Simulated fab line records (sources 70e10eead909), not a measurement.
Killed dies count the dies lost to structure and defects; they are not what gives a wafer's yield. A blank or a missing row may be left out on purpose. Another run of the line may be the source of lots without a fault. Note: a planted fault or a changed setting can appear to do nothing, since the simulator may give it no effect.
The tool behind it: which one? || flow nand harc || Sampling: 12 lots, 36 wafers, 3 of 1302 route steps

WHAT EACH GAUGE READ, for each wafer
NHARC_A_M1_INSPECT_11.
{"lot": "L075", "measured": "day 23 21:41", "on": "defect inspect-01", "raw defect count": "46 47 51"}
{"lot": "L078", "measured": "day 24 09:49", "on": "defect inspect-02", "raw defect count": "56 57 57"}
{"lot": "L079", "measured": "day 24 15:56", "on": "defect inspect-01", "raw defect count": "60 90 66"}
{"lot": "L081", "measured": "day 25 11:42", "on": "defect inspect-02", "raw defect count": "61 83 77"}
{"lot": "L083", "measured": "day 27 07:36", "on": "defect inspect-02", "raw defect count": "85 86 100"}
{"lot": "L085", "measured": "day 27 15:41", "on": "defect inspect-01", "raw defect count": "130 153 131"}
{"lot": "L087", "measured": "day 28 16:47", "on": "defect inspect-02", "raw defect count": "80 96 117"}
{"lot": "L089", "measured": "day 29 04:41", "on": "defect inspect-02", "raw defect count": "108 119 96"}
{"lot": "L091", "measured": "day 29 23:12", "on": "defect inspect-01", "raw defect count": "129 116 110"}
{"lot": "L093", "measured": "day 30 14:36", "on": "defect inspect-01", "raw defect count": "64 61 55"}
{"lot": "L096", "measured": "day 31 07:12", "on": "defect inspect-02", "raw defect count": "53 46 59"}
{"lot": "L097", "measured": "day 32 08:08", "on": "defect inspect-01", "raw defect count": "85 97 87"}

WHAT TOOL EACH LOT RAN ON (gives the tool, then ch and the chambers of the sampled wafers, and finally the start)
{"lot": "L075", "NHARC_A_M0_ETCH_15": "rie diel-05 ch 0,1, day 23 21:41 or earlier", "NHARC_A_M0_PVD_20": "pvd sputter-03, day 23 21:41 or earlier"}
{"lot": "L078", "NHARC_A_M0_ETCH_15": "rie diel-10 ch 0,3, day 24 09:49 or earlier", "NHARC_A_M0_PVD_20": "pvd sputter-03, day 24 09:49 or earlier"}
{"lot": "L079", "NHARC_A_M0_ETCH_15": "rie diel-10 ch 1,2, day 24 15:56 or earlier", "NHARC_A_M0_PVD_20": "pvd sputter-02, day 24 15:56 or earlier"}
{"lot": "L081", "NHARC_A_M0_ETCH_15": "rie diel-10 ch 1,2,3, day 25 11:42 or earlier", "NHARC_A_M0_PVD_20": "pvd sputter-03, day 25 11:42 or earlier"}
{"lot": "L083", "NHARC_A_M0_ETCH_15": "rie diel-10 ch 0,1,2, day 27 07:36 or earlier", "NHARC_A_M0_PVD_20": "pvd sputter-02, day 27 07:36 or earlier"}
{"lot": "L085", "NHARC_A_M0_ETCH_15": "rie diel-02 ch 0,1,3, day 27 15:41 or earlier", "NHARC_A_M0_PVD_20": "pvd sputter-02, day 27 15:41 or earlier"}
{"lot": "L087", "NHARC_A_M0_ETCH_15": "rie diel-02 ch 0,2,3, day 28 16:47 or earlier", "NHARC_A_M0_PVD_20": "pvd sputter-02, day 28 16:47 or earlier"}
{"lot": "L089", "NHARC_A_M0_ETCH_15": "rie diel-02 ch 1,2, day 29 04:41 or earlier", "NHARC_A_M0_PVD_20": "pvd sputter-01, day 29 04:41 or earlier"}
{"lot": "L091", "NHARC_A_M0_ETCH_15": "rie diel-10 ch 1,2,3, day 29 23:12 or earlier", "NHARC_A_M0_PVD_20": "pvd sputter-03, day 29 23:12 or earlier"}
{"lot": "L093", "NHARC_A_M0_ETCH_15": "rie diel-10 ch 2,3, day 30 14:36 or earlier", "NHARC_A_M0_PVD_20": "pvd sputter-01, day 30 14:36 or earlier"}
{"lot": "L096", "NHARC_A_M0_ETCH_15": "rie diel-02 ch 0,2,3, day 31 07:12 or earlier", "NHARC_A_M0_PVD_20": "pvd sputter-02, day 31 07:12 or earlier"}
{"lot": "L097", "NHARC_A_M0_ETCH_15": "rie diel-10 ch 0,1,2, day 32 03:53", "NHARC_A_M0_PVD_20": "pvd sputter-03, day 32 08:08 or earlier"}
- NHARC_A_M0_ETCH_15: etches the open film in C4F8/Ar, target depth 150 nm, overetch 15 nm, time 82.5 s.
- NHARC_A_M0_PVD_20: deposits TaN, target thk 5 nm, time 8.06 s.

THE ANSWER, worked out from the rows above alone
Rule: what is usual is taken from the lots themselves. The widest of any qualifying gaps counts: lots, ordered by their means at a reading, are off when they make up no more than a third of the lots, leave a main group of 4 or more, and stand apart from it by 3 or more times the standard deviation of that group's means. Not used: any main group whose means are identical at the precision the tables above print for the reading. A lot without any number at a reading at which 4 lots or more have one is off too. Where the step has rows for the other lots, those lots are counted as sound.
Nothing can be told from this: no lot is off at any reading shown.

WHAT HAD BEEN PUT IN BY THE SIMULATOR
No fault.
